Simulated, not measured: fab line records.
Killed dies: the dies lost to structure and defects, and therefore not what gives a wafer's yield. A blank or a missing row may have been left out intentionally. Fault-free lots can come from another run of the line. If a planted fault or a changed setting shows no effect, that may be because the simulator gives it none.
Matching of chambers    flow n5-finfet    ald-metal-04 running N5_HKMG_FIN_ALD_91: 4 sister chambers
The step deposits TiN, target thk 1 nm, pulse time 1 s, purge time 3 s. 4 wafers are shown with their chamber, then 12 later ones without.

## WAFERS, EACH WITH ITS CHAMBER
wafer   chamber  heater-power-w (W)
L085.5  1        876
L086.6  2        921
L088.4  0        851
L088.6  3        895

## WAFERS WITHOUT THEIR CHAMBER
wafer   heater-power-w (W)
L089.1  951
L089.5  903
L089.6  885
L091.2  894
L091.5  883
L091.6  896
L095.3  861
L095.4  921
L095.6  873
L096.1  867
L096.4  899
L096.5  862

## CHAMBER TAKEN BY EACH
wafer    from the rows above            in truth
L089.1   2                              2
L089.5   can't be placed: 3 or 2 or 1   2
L089.6   can't be placed: 1 or 3        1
L091.2   can't be placed: 3 or 1        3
L091.5   can't be placed: 1 or 3        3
L091.6   can't be placed: 3 or 1        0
L095.3   can't be placed: 0 or 1        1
L095.4   2                              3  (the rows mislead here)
L095.6   can't be placed: 1 or 0 or 3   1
L096.1   can't be placed: 1 or 0 or 3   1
L096.4   can't be placed: 3 or 2 or 1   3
L096.5   can't be placed: 0 or 1        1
Correctly placed: 1 of 12. Can't be placed from these rows: 10 (the true chamber is among the candidates in 9). Number placed wrongly: 1.
How it was worked out, from the rows above alone: a wafer's distance from a chamber is the root of the sum, over the readings, of the square of ((its reading less the chamber's mean) divided by the reading's scatter). If the next closest chamber is less than 2 further off than the closest, the wafer can't be placed; otherwise it belongs to the closest. The mean given for a chamber averages the wafers shown for that chamber. The scatter: root of mean squared gap, hidden wafer to nearest shown wafer, with one shown wafer a chamber.
